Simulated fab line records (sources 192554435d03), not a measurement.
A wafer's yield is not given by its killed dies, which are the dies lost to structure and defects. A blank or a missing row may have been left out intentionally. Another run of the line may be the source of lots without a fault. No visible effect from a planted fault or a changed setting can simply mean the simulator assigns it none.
Chamber matching -- flow n5 finfet -- rie diel-03 running N5_BEOL_M6_STRIP_36: 4 sister chambers
The step strips in N2/H2. 4 wafers are shown with their chamber, then 7 later ones without.

## WAFERS WITH THEIR CHAMBER
wafer,chamber,showerhead plenum p Torr (Torr)
L078.4,2,2.43
L081.4,3,2.61
L087.1,1,2.59
L087.2,0,2.73

## WAFERS WITH NO CHAMBER GIVEN
wafer,showerhead plenum p Torr (Torr)
L087.5,2.59
L090.3,2.73
L090.4,2.42
L090.5,2.73
L096.2,2.72
L096.4,2.60
L096.5,2.41

## THE CHAMBER EACH PASSED THROUGH
wafer,from the rows above,in truth
L087.5,1,1
L090.3,0,0
L090.4,2,2
L090.5,0,0
L096.2,0,0
L096.4,can't be placed: 3 or 1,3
L096.5,2,2
Placed correctly: 6 of 7. From these rows, 1 cannot be placed; in 1 the true chamber is one of the candidates. Placed wrongly: 0.
How it was worked out, from the rows above alone: a wafer's distance from a chamber is the root of the sum, over the readings, of the square of ((its reading less the chamber's mean) divided by the reading's scatter). The wafer belongs to the nearest chamber; if the next one is less than 2 further off, it can't be placed. A chamber's mean is the mean of its shown wafers. The scatter: root of mean squared gap, hidden wafer to nearest shown wafer, with one shown wafer a chamber.
